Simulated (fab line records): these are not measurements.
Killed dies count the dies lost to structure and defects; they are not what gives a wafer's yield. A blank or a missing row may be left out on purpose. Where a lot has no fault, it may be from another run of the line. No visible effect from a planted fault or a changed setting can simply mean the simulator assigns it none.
The tool behind it: which one? || flow nand harc || 21 wafers from 7 lots sampled at 2 of the route's 1302 steps

WHAT EACH GAUGE READ, for each wafer
NHARC_A_CONTACT_CD_MEAS_53.
{"lot": "L573", "measured": "day 22 12:38", "on": "cd sem-02", "cd nm (nm)": "290.3 289.6 289.8"}
{"lot": "L575", "measured": "day 22 14:53", "on": "cd sem-02", "cd nm (nm)": "290.4 289.8 290.7"}
{"lot": "L578", "measured": "day 23 05:25", "on": "cd sem-03", "cd nm (nm)": "288.9 288.0 289.5"}
{"lot": "L581", "measured": "day 25 09:53", "on": "cd sem-01", "cd nm (nm)": "289.9 288.9 289.5"}
{"lot": "L589", "measured": "day 28 14:08", "on": "cd sem-01", "cd nm (nm)": "289.4 288.8 289.0"}
{"lot": "L593", "measured": "day 29 07:14", "on": "cd sem-02", "cd nm (nm)": "287.8 288.7 288.4"}
{"lot": "L595", "measured": "day 31 13:21", "on": "cd sem-02", "cd nm (nm)": "290.4 290.8 289.9"}

EACH LOT AND THE TOOL THAT RAN IT (in order: tool; ch and the chambers of the sampled wafers; start)
{"lot": "L573", "NHARC_A_CONTACT_ETCH_121": "har cap etch-02 ch 0,1, day 22 11:10"}
{"lot": "L575", "NHARC_A_CONTACT_ETCH_121": "har cap etch-01 ch 0,1, day 22 13:23"}
{"lot": "L578", "NHARC_A_CONTACT_ETCH_121": "har cap etch-01 ch 0,1, day 23 03:51"}
{"lot": "L581", "NHARC_A_CONTACT_ETCH_121": "har cap etch-02 ch 0,1, day 25 08:19"}
{"lot": "L589", "NHARC_A_CONTACT_ETCH_121": "har cap etch-01 ch 0,1, day 28 12:36"}
{"lot": "L593", "NHARC_A_CONTACT_ETCH_121": "har cap etch-02 ch 0,1, day 29 05:46"}
{"lot": "L595", "NHARC_A_CONTACT_ETCH_121": "har cap etch-01 ch 0,1, day 31 11:52"}
- NHARC_A_CONTACT_ETCH_121: etches the open film in C4F8/O2/Ar, time 190 s, target depth 1850 nm.

THE ANSWER, worked out from the rows above alone
Rule: usual is defined by the lots themselves. The widest of any qualifying gaps counts: lots, ordered by their means at a reading, are off when they make up no more than a third of the lots, leave a main group of 4 or more, and stand apart from it by 3 or more times the standard deviation of that group's means. A main group whose means are all the same, to the digits that the tables above print for the reading, isn't used. Also off: a lot with no number at a reading for which 4 or more lots have one. All remaining lots with rows at the step are treated as sound.
None of the lots is off at any reading shown; this tells nothing.

WHAT THE SIMULATOR HAD INSERTED
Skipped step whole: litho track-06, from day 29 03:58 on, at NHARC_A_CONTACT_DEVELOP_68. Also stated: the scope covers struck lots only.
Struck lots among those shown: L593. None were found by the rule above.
